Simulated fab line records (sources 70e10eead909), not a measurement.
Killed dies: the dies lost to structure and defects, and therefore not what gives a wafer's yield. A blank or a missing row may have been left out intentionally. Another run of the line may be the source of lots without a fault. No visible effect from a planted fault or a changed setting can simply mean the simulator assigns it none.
fab line records	flow nandHarc
[record] lots = 14	wafers = 42	lastDay = 34
route steps=1302 shown A_CHANNEL_HOLE_D2@582
lots with no fault: from the same line, run without faults
startH: start of the lot's first displayed wafer, in hours after the record's first day	waitH: hours since the lot's step before	" repeats the value in the row above	L1.1+2: a row that stands for several wafers	- no value, or no start was given	* or withheld: withheld	< > ~ a bound
route shown NAME@n: NAME is a module with steps in the file, n the number in the route of the first one	usual: mean/standard deviation of fault-free wafers	same: alike in all rows	chamber/n: place in a boat	sites: readings site by site	_std_site: standard deviation across them	_edge_site: inner sites' mean taken away from outer sites' mean	radiusMm: how far each site lies from the wafer's centre	mask NAME#n: copy n	behind: tool/chamber where the wafer was last shaped	hold: the reason the lot was held/the length of the hold in hours/how it ended	device: names the non-switching transistor (n, p or np)	end of line: the tests these same wafers got at the end of their route	a step without rows: its recipe alone	killed: count of dies lost to structure and defects at first sort (not the wafer's yield)	map: per-die view of a wafer (x killed, . not killed, _ where there is no die)
set.NAME: the setting the step ran with; set.NAME@STEP: the setting that earlier step ran with	model.NAME: the simulator's own value behind a step, which no gauge read
the route's steps for a sample of lots (tables are steps, rows are wafers)
services: a tool's chamber out of use, with start hour (startH, from the record's first day; less than 0 if before it), hours out, and reason
[[steps]]
[step NHARC_A_CHANNEL_HOLE_D2_CD_MEAS_10]
[recipe] targetCdNm = 100	landingEnergyEv = 500
[usual] cdNm = 99.8/0.42
lot.wafer	tool	chamber	startH	waitH	cdNm
L128.2	cdSem-01	0	296.83	-	100.3
L128.4	"	0	"	"	100.7
L128.6	"	0	"	"	99.9
L131.1	cdSem-01	0	317.55	-	100.1
L131.2	"	0	"	"	100.2
L131.4	"	0	"	"	99.5
L130.1	cdSem-02	0	317.91	-	99.9
L130.3	"	0	"	"	99.9
L130.4	"	0	"	"	100.0
L133.1	cdSem-03	0	337.41	-	100.0
L133.2	"	0	"	"	100.6
L133.6	"	0	"	"	99.8
L132.1	cdSem-02	0	338.14	-	99.8
L132.4	"	0	"	"	100.1
L132.6	"	0	"	"	100.1
L134.1	cdSem-02	0	362.64	-	99.0
L134.4	"	0	"	"	99.3
L134.6	"	0	"	"	98.8
L136.1	cdSem-02	0	388.79	-	99.9
L136.4	"	0	"	"	100.1
L136.5	"	0	"	"	100.1
L137.1	cdSem-02	0	401.59	-	99.5
L137.2	"	0	"	"	99.1
L137.5	"	0	"	"	100.5
L139.1	cdSem-01	0	405.17	-	99.5
L139.2	"	0	"	"	99.3
L139.5	"	0	"	"	99.2
L142.2	cdSem-02	0	428.84	-	99.4
L142.4	"	0	"	"	99.3
L142.6	"	0	"	"	99.4
L148.3	cdSem-03	0	487.67	-	99.6
L148.5	"	0	"	"	99.8
L148.6	"	0	"	"	99.8
L150.2	cdSem-03	0	516.23	-	100.0
L150.4	"	0	"	"	99.7
L150.6	"	0	"	"	99.4
L149.1	cdSem-03	0	517.25	-	99.0
L149.2	"	0	"	"	99.2
L149.3	"	0	"	"	99.4
L151.4	cdSem-01	0	528.65	-	100.8
L151.5	"	0	"	"	100.1
L151.6	"	0	"	"	100.4
[step NHARC_A_CHANNEL_HOLE_D2_DESCUM_15]
[recipe] timeS = 3	o2FlowSccm = 200	arFlowSccm = 0	biasPowerW = 0	chemistry = O2
[usual] drypumpMotorCurrentA = 5.5/0.42	oesProductAu = 0.999/0.0078	rfVppV = 57.6/0.8	showerheadPlenumPTorr = 1.87/0.063	throttleValvePct = 11.311/0.0093
[same] timeS = 3
lot.wafer	tool	chamber	startH	waitH	drypumpMotorCurrentA	oesProductAu	rfHoursCounterH	rfVppV	showerheadPlenumPTorr	throttleValvePct
L128.2	rieDiel-02	2	297.02	0.1	5.8	1.009	3.0	56.8	1.80	11.316
L128.4	"	1	"	"	5.7	1.005	3.2	57.5	1.81	11.313
L128.6	"	2	"	"	5.8	1.002	-	56.6	1.80	11.291
L131.2	rieDiel-06	2	317.74	0.1	6.4	0.998	0	57.3	1.84	11.318
L131.1	"	0	"	"	5.4	0.992	0	59.0	1.95	11.308
L131.4	"	3	"	"	5.7	0.993	-	57.3	1.92	11.308
L130.1	rieDiel-09	3	318.09	0.1	5.0	1.001	11.2	57.5	1.92	11.306
L130.4	"	1	"	"	5.2	1.005	9.1	57.8	1.98	11.315
L130.3	"	2	"	"	5.5	1.005	10.1	56.3	1.78	11.295
L133.1	rieDiel-02	0	337.60	0.1	6.4	1.004	4.8	57.6	1.89	11.324
L133.2	"	3	"	"	5.7	0.997	4.4	58.2	1.89	11.299
L133.6	"	1	"	"	5.6	1.001	-	56.8	1.81	11.306
L132.4	rieDiel-09	1	338.33	0.1	5.2	1.004	0.6	57.8	1.98	11.317
L132.1	"	3	"	"	5.0	0.995	0.4	58.3	1.92	11.306
L132.6	"	1	"	"	5.2	0.992	-	59.1	1.98	11.307
L134.4	rieDiel-09	1	362.83	0.1	5.2	1.004	2.0	57.6	1.98	11.304
L134.1	"	3	"	"	5.0	0.987	1.7	57.5	1.92	11.318
L134.6	"	1	"	"	5.2	0.998	-	57.5	1.98	11.308
L136.4	rieDiel-09	1	388.98	0.1	5.2	1.008	3.3	58.6	1.98	11.304
L136.1	"	0	"	"	5.1	1.000	3.1	56.7	1.86	11.317
L136.5	"	1	"	"	5.2	1.000	-	58.6	1.98	11.305
L137.2	rieDiel-09	3	401.78	0.1	5.0	0.995	4.3	58.4	1.92	11.296
L137.1	"	0	"	"	5.1	1.006	4.3	56.8	1.86	11.308
L137.5	"	3	"	"	5.0	1.003	-	58.2	1.92	11.320
L139.1	rieDiel-06	3	405.36	0.1	5.7	0.991	4.3	57.4	1.91	11.298
L139.2	"	0	"	"	5.4	1.007	4.8	59.1	1.95	11.316
L139.5	"	3	"	"	5.7	1.001	-	57.3	1.91	11.311
L142.2	rieDiel-09	1	429.03	0.1	5.2	0.996	6.2	58.5	1.98	11.301
L142.4	"	2	"	"	5.5	0.991	6.4	58.3	1.77	11.309
L142.6	"	1	"	"	5.2	1.002	-	58.4	1.98	11.292
L148.3	rieDiel-09	1	487.87	0.1	5.2	1.000	9.4	58.3	1.98	11.314
L148.6	"	3	"	"	5.0	1.000	-	56.4	1.91	11.307
L148.5	"	0	"	"	5.1	1.006	-	56.5	1.86	11.322
L150.4	rieDiel-09	3	516.41	0.1	5.0	0.997	0.2	56.5	1.91	11.331
L150.2	"	1	"	"	5.2	1.010	0.1	58.1	1.98	11.302
L150.6	"	3	"	"	5.0	1.005	-	59.0	1.91	11.338
L149.1	rieDiel-02	0	517.43	0.1	6.3	0.984	6.5	58.5	1.89	11.322
L149.2	"	1	"	"	5.6	1.009	7.4	56.9	1.81	11.312
L149.3	"	2	"	"	5.8	1.009	7.2	57.2	1.79	11.306
L151.4	rieDiel-09	2	528.84	0.1	5.5	1.003	0.9	57.9	1.77	11.307
L151.6	"	0	"	"	5.1	1.000	-	59.2	1.86	11.307
L151.5	"	1	"	"	5.2	1.008	-	58.1	1.98	11.299
[step NHARC_A_CHANNEL_HOLE_D2_ETCH_39]
[recipe] targetDepthA = 2600	overEtchFrac = 0.3	timeS = 325	ionEnergyEv = 200	n2FlowSccm = 150	h2FlowSccm = 150	arFlowSccm = 0	rfW = 400	biasW = 150	chemistry = N2/H2
[usual] biasW = 150.1/0.49	chamberPressureMTorr = 29.998/0.027	drypumpMotorCurrentA = 5.5/0.4	oesProductAu = 0.998/0.008	rfVppV = 429.2/2.2	showerheadPlenumPTorr = 1.99/0.071	throttleValvePct = 14.172/0.0099
[same] timeS = 325
lot.wafer	tool	chamber	startH	waitH	biasW	chamberPressureMTorr	drypumpMotorCurrentA	oesProductAu	rfHoursCounterH	rfVppV	showerheadPlenumPTorr	throttleValvePct
L128.4	rieDiel-02	2	-	-	150.2	30.034	5.8	1.003	3.0	427.4	1.91	14.174
L128.2	"	3	"	"	150.1	29.958	5.6	0.992	2.3	429.1	2.01	14.153
L128.6	"	2	"	"	150.0	29.999	5.8	0.994	-	427.4	1.91	14.179
L131.2	rieDiel-06	3	-	-	149.2	30.025	5.7	1.002	0.1	430.8	2.04	14.168
L131.1	"	2	"	"	150.1	29.980	6.4	0.996	0.1	428.7	1.96	14.181
L131.4	"	2	"	"	149.8	29.982	6.4	1.004	-	428.6	1.97	14.173
L130.4	rieDiel-09	3	-	-	150.1	29.971	5.0	1.005	11.3	428.9	2.05	14.153
L130.1	"	0	"	"	150.1	29.982	5.1	0.992	9.4	429.6	1.99	14.168
L130.3	"	2	"	"	149.3	30.031	5.5	1.003	10.2	426.0	1.89	14.166
L133.1	rieDiel-02	3	-	-	149.3	30.014	5.7	0.989	4.5	429.9	2.01	14.188
L133.2	"	1	"	"	150.3	30.021	5.6	0.994	5.2	427.2	1.93	14.176
L133.6	"	2	"	"	150.5	30.054	5.8	0.997	-	426.8	1.91	14.182
L132.4	rieDiel-09	3	-	-	150.0	29.989	5.0	1.006	0.5	431.0	2.04	14.159
L132.1	"	1	"	"	150.5	29.986	5.2	1.001	0.6	431.7	2.11	14.183
L132.6	"	3	"	"	150.2	30.004	5.0	1.012	-	430.5	2.04	14.171
L134.1	rieDiel-09	0	-	-	150.4	30.053	5.1	1.001	1.9	428.0	1.99	14.163
L134.4	"	1	"	"	149.9	30.002	5.2	1.011	2.1	431.3	2.11	14.170
L134.6	"	3	"	"	150.5	30.029	5.0	1.003	-	430.6	2.04	14.182
L136.1	rieDiel-09	1	-	-	149.8	29.985	5.2	1.005	3.4	432.4	2.11	14.190
L136.4	"	2	"	"	150.5	30.019	5.5	0.987	3.3	427.6	1.89	14.180
L136.5	"	2	"	"	150.7	29.991	5.5	0.996	-	426.6	1.89	14.177
L137.2	rieDiel-09	3	-	-	150.1	30.039	5.0	0.998	4.4	432.0	2.04	14.181
L137.1	"	0	"	"	150.4	30.019	5.2	1.010	4.4	429.8	1.99	14.184
L137.5	"	0	"	"	150.2	29.993	5.1	1.010	-	429.3	1.98	14.170
L139.1	rieDiel-06	3	-	-	150.2	29.990	5.7	0.989	4.4	430.5	2.04	14.174
L139.2	"	2	"	"	150.8	29.961	6.4	0.988	5.5	426.9	1.96	14.165
L139.5	"	3	"	"	150.1	29.976	5.8	0.992	-	430.7	2.04	14.160
L142.4	rieDiel-09	1	-	-	149.8	29.952	5.2	0.992	6.3	433.5	2.11	14.179
L142.2	"	3	"	"	149.5	29.987	5.0	0.983	6.3	431.8	2.04	14.161
L142.6	"	0	"	"	150.4	29.964	5.1	0.993	-	429.5	1.98	14.163
L148.3	rieDiel-09	2	-	-	150.1	30.037	5.5	0.994	9.5	425.8	1.89	14.175
L148.6	"	2	"	"	150.6	29.998	5.5	0.995	-	425.5	1.89	14.159
L148.5	"	3	"	"	150.8	29.990	5.0	0.992	-	431.2	2.04	14.161
L150.4	rieDiel-09	3	-	-	150.2	30.015	5.0	0.994	0.3	429.8	2.04	14.182
L150.2	"	2	"	"	152.0	29.977	5.5	0.995	0.2	424.8	1.89	14.182
L150.6	"	3	"	"	149.2	30.030	5.0	1.000	-	430.3	2.04	14.158
L149.1	rieDiel-02	0	-	-	150.4	30.050	6.3	0.987	6.6	428.5	2.01	14.189
L149.2	"	1	"	"	149.5	30.051	5.7	0.999	7.5	427.9	1.93	14.180
L149.3	"	3	"	"	149.8	29.987	5.7	1.007	7.1	430.2	2.01	14.159
L151.4	rieDiel-09	0	-	-	150.9	29.934	5.1	0.996	1.0	427.8	1.98	14.170
L151.6	"	2	"	"	149.6	29.976	5.5	0.994	-	424.8	1.88	14.179
L151.5	"	3	"	"	150.5	30.004	5.0	1.009	-	430.2	2.04	14.173
[step NHARC_A_CHANNEL_HOLE_D2_ETCH_19]
[recipe] biasV = 1200	sourceW = 2500	pressureMtorr = 15	timeS = 34.5	arFlowSccm = 375	c4f8FlowSccm = 28.8	o2FlowSccm = 96.2	tempC = -20	targetDepthA = *	chemistry = C4F8/O2/Ar
[usual] biasV = 1201/12	c4f8FlowSccm = 28.80/0.085	drypumpMotorCurrentA = 5.60/0.21	showerheadPlenumPTorr = 3.72/0.18	throttleValvePct = 37.039/0.0084	timeS = 34.5/0
lot.wafer	tool	chamber	startH	waitH	biasV	c4f8FlowSccm	drypumpMotorCurrentA	rfHoursCounterH	showerheadPlenumPTorr	throttleValvePct	timeS
L128.2	harEtch-01	0	303.16	5.0	1203	28.90	5.71	152	3.70	37.048	34.5
L128.4	"	0	"	"	1198	29.02	5.68	-	3.70	37.048	34.5
L128.6	"	1	"	"	1187	28.86	5.88	-	3.69	37.015	34.5
L131.1	harEtch-01	0	319.13	0.1	1182	28.62	5.66	160	3.69	37.044	34.5
L131.2	"	1	"	"	1184	28.77	5.90	160	3.68	37.030	34.5
L131.4	"	1	"	"	1199	28.77	5.91	-	3.68	37.033	34.5
L130.1	harEtch-02	1	319.29	0.1	1186	28.78	5.28	360	3.54	37.048	34.5
L130.4	"	0	"	"	1201	28.85	5.58	-	3.44	37.042	34.5
L130.3	"	1	"	"	1174	28.70	5.29	-	3.54	37.023	34.5
L133.2	harEtch-02	1	338.78	0.1	1203	28.90	5.28	371	3.53	37.034	34.5
L133.1	"	0	"	"	1200	28.98	5.57	387	3.44	37.041	34.5
L133.6	"	1	"	"	1216	28.88	5.30	-	3.53	37.031	34.5
L132.1	harEtch-01	1	340.28	0.8	1205	28.80	5.89	175	3.68	37.028	34.5
L132.4	"	0	"	"	1185	28.83	5.67	-	3.69	37.033	34.5
L132.6	"	1	"	"	1204	28.84	5.88	-	3.68	37.038	34.5
L134.1	harEtch-02	1	364.03	0.1	1188	28.81	5.29	383	3.53	37.035	34.5
L134.4	"	1	"	"	1190	28.69	5.31	-	3.53	37.030	34.5
L134.6	"	1	"	"	1207	28.71	5.30	-	3.53	37.042	34.5
L136.1	harEtch-01	1	390.18	0.1	1199	28.79	5.92	202	3.66	37.047	34.5
L136.4	"	0	"	"	1223	28.66	5.64	-	3.67	37.037	34.5
L136.5	"	0	"	"	1203	28.69	5.65	-	3.67	37.037	34.5
L137.1	harEtch-02	1	410.08	7.2	-	-	-	-	-	-	-
L137.2	"	0	"	"	-	-	-	-	-	-	-
L137.5	"	0	"	"	-	-	-	-	-	-	-
L139.2	harEtch-01	0	413.86	7.4	-	-	-	-	-	-	-
L139.1	"	1	"	"	-	-	-	-	-	-	-
L139.5	"	0	"	"	-	-	-	-	-	-	-
L142.2	harEtch-01	1	430.53	0.4	1187	28.93	5.89	225	3.65	37.041	34.5
L142.4	"	0	"	"	1207	28.81	5.68	-	3.66	37.035	34.5
L142.6	"	0	"	"	1195	28.79	5.67	-	3.66	37.044	34.5
L148.3	harEtch-01	0	489.07	0.1	1212	28.84	5.69	-	3.64	37.041	34.5
L148.5	"	0	"	"	1199	28.88	5.69	-	3.64	37.045	34.5
L148.6	"	1	"	"	1216	28.81	5.91	-	3.63	37.037	34.5
L150.2	harEtch-01	1	517.61	0.1	1196	28.76	5.87	272	3.62	37.029	34.5
L150.4	"	1	"	"	1188	28.87	5.88	-	3.62	37.032	34.5
L150.6	"	1	"	"	1193	28.86	5.88	-	3.62	37.047	34.5
L149.1	harEtch-02	1	521.62	3.1	1213	28.78	5.32	83	3.94	37.038	34.5
L149.2	"	0	"	"	1195	28.80	5.60	83	3.94	37.042	34.5
L149.3	"	1	"	"	1202	28.82	5.30	-	3.94	37.030	34.5
L151.4	harEtch-02	0	530.56	0.6	1194	28.80	5.57	-	3.93	37.051	34.5
L151.6	"	0	"	"	1179	28.93	5.59	-	3.93	37.038	34.5
L151.5	"	1	"	"	1210	28.75	5.30	-	3.93	37.036	34.5
[[services]]
tool	chamber	startH	hours	kind
rieDiel-09	0	274.90	-	clean
rieDiel-09	1	274.90	-	clean
rieDiel-09	2	274.90	-	clean
rieDiel-09	3	274.90	-	clean
rieDiel-06	-	280.95	0.7	repair
rieDiel-06	3	291.55	16.6	repair
rieDiel-09	0	299.40	-	clean
rieDiel-09	1	299.40	-	clean
rieDiel-09	2	299.40	-	clean
rieDiel-06	1	301.19	52.1	repair
rieDiel-06	-	307.20	9.0	pm
rieDiel-02	-	317.65	0.4	repair
rieDiel-09	-	320.39	9.0	pm
rieDiel-06	3	326.31	1.7	repair
rieDiel-02	1	366.34	5.1	repair
rieDiel-02	-	366.76	2.8	repair
rieDiel-06	3	376.22	10.1	repair
harEtch-02	-	377.00	17.0	pm
rieDiel-09	1	377.19	9.8	repair
rieDiel-02	-	393.70	9.0	pm
rieDiel-02	0	411.22	5.0	repair
rieDiel-06	1	459.50	10.0	repair
rieDiel-06	-	484.20	9.0	pm
rieDiel-09	-	497.39	9.0	pm
[[key]]
[firstSign] step = NHARC_A_CHANNEL_HOLE_D2_ETCH_19	reading = toolRecord	direction = missing
effect none on later readings
metAt NHARC_A_CHANNEL_HOLE_D2_ETCH_19
struckLots L137,L139
laterRowsLeftOut L137.1,L137.2,L137.5,L139.1,L139.2,L139.5
sortLeftOut L137.1,L137.2,L137.5,L139.1,L139.2,L139.5
testerLeftOut L137,L139
notActingAt NHARC_A_CHANNEL_HOLE_D2_CD_MEAS_10,NHARC_A_CHANNEL_HOLE_D2_DESCUM_15,NHARC_A_CHANNEL_HOLE_D2_ETCH_39
onsetBetween 390.18 410.08
[fault] kind = skippedStepWhole	tool = harEtch-01,harEtch-02	chamber = -	onsetH = 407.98	steps = NHARC_A_CHANNEL_HOLE_D2_ETCH_19	scope = struckLotsOnly
// testerLeftOut: of these lots the tester's yield and bins aren't shown, on N5 and GAA mostly nor the transistor test; their killed dies are dies lost to structure and defects alone, not to doping, threshold or leakage, so they don't give the yield
// sortLeftOut: the simulated sort isn't trusted on such a fault, so these wafers' sort isn't shown, and their yield isn't known
// laterRowsLeftOut: the simulator's readings of these wafers behind a module that went badly wrong aren't trusted and aren't shown, but for the sort
